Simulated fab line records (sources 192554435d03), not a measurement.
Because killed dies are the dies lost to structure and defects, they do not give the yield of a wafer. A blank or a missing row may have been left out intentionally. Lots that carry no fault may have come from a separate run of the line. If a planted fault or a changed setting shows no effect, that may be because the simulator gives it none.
Struck lot and sound lot, side by side ; flow n5_finfet ; 21 out of 1938 route steps
Sound: the wafers L709.1, L709.4, L709.5. Wafers L722.1, L722.4, L722.6 were the ones struck. The cause comes at the end.
At each step with rows: each side's tool, then ch and its chambers, then its first start. Under that, the readings that differ: sound wafers ; struck wafers ; difference of the means ; sigmas: that difference in standard deviations of wafers without a fault.
alike: readings whose means differ by less than 2 such deviations, and words and numbers that are the same on both sides. not compared: withheld readings, readings that some wafer has no value for, bounds like >300 that may hide the same value, and numbers for which the record gives no deviation and whose values overlap.
Wherever a step has rows on one side only, a row that says differs or no value, or a row with sigmas, the two part there. Numbers that have no deviation but don't overlap get no sigmas and don't part them. A reading missing from all wafers of one side parts the sides only when that side holds two or more wafers.

first, 1 step without rows for these wafers: N5_WELL_APT_HARDBAKE_12 (time 120 s).
N5_WELL_APT_CD_MEAS_08: target cd 200 nm.
  sound on cd_sem-03 ch 0, day 1 13:41; struck on cd_sem-03 ch 0, day 4 20:41
  alike: cd_nm
N5_WELL_APT_OVL_MEAS_09:
  sound on overlay-01 ch 0, day 1 13:43; struck on overlay-02 ch 0, day 4 20:43
  alike: NWELL_OVL
N5_WELL_APT_INSPECT_10: inspects for defects (macro).
  sound on defect_inspect-01, day 1 13:44; struck on defect_inspect-01, day 4 20:44
  alike: raw_defect_count
N5_WELL_APT_DESCUM_13: chemistry O2, time 7.9 s.
  sound on rie_diel-04 ch 0,1, day 1 13:46; struck on rie_diel-02 ch 1,2, day 4 20:46
  alike: drypump_motor_current_A, oes_product_au, rf_vpp_V, showerhead_plenum_p_Torr, throttle_valve_pct
  not compared: rf_hours_counter_h
then, 7 steps without rows for these wafers: N5_WELL_APT_IMPLANT_14; N5_WELL_APT_IMPLANT_15; N5_WELL_APT_STRIP_16 (strips in SPM, time 900 s); N5_WELL_APT_HMDS_18 (time 60 s); N5_WELL_APT_COAT_19 (resist thk 950 nm); N5_WELL_APT_EBR_21; N5_WELL_APT_SOFTBAKE_20 (time 60 s).
N5_WELL_APT_EXPOSE_22: exposes mask PWELL, defocus 0 nm, target cd 200 nm.
  sound on krf_scanner-01 ch 0, day 1 14:46; struck on krf_scanner-02 ch 0, day 4 21:38
reading;sound;struck;difference;sigmas
model.WELL_APT.overlay_x_nm (nm);-5.001 -5.001 -5.001;55.55 55.55 55.55;+60.55;
  alike: mask
then, 3 steps without rows for these wafers: N5_WELL_APT_PEB_23 (peb time 90 s); N5_WELL_APT_DEVELOP_24 (develop time 45 s); N5_WELL_APT_HARDBAKE_29 (time 120 s).
N5_WELL_APT_CD_MEAS_25: target cd 200 nm.
  sound on cd_sem-01 ch 0, day 1 14:56; struck on cd_sem-02 ch 0, day 4 21:48
  alike: cd_nm
N5_WELL_APT_OVL_MEAS_26:
  sound on overlay-01 ch 0, day 1 14:58; struck on overlay-01 ch 0, day 4 21:50
reading;sound;struck;difference;sigmas
PWELL_OVL (nm);-5 -5 -7;55 56 59;+62;+10
N5_WELL_APT_INSPECT_27: inspects for defects (macro).
  sound on defect_inspect-01, day 1 14:59; struck on defect_inspect-01, day 4 21:51
  alike: raw_defect_count
-- a jump in the record: the struck wafers' starts before and after are 7 days apart (it breaks off in module WELL_APT and resumes in module BEOL_M4, where the first step shown is number 1111 of the route) --
N5_BEOL_M4_RC_MEAS_101:
  sound on prober-02 ch 0, day 8 11:57; struck on prober-02 ch 0, day 11 12:01
reading;sound;struck;difference;sigmas
IOFF_P (nA/um);0.15 0.17 0.16;0.23 0.23 0.25;+0.08;+2
ION_P (uA/um);454 463 455;471 474 471;+15;+2
VT_P (mV);-256 -257 -254;-245 -247 -247;+9;+3
  alike: DIBL_N, DIBL_P, IOFF_N, ION_N, SS_N, SS_P, VT_N
after that, 1 step had no rows for these wafers: N5_PASSIVATION_PROBE_49.

WHERE THEY PART
Last at N5_BEOL_M4_RC_MEAS_101 as far as this record goes, first at N5_WELL_APT_OVL_MEAS_26.

WHY: what had been put in by the simulator
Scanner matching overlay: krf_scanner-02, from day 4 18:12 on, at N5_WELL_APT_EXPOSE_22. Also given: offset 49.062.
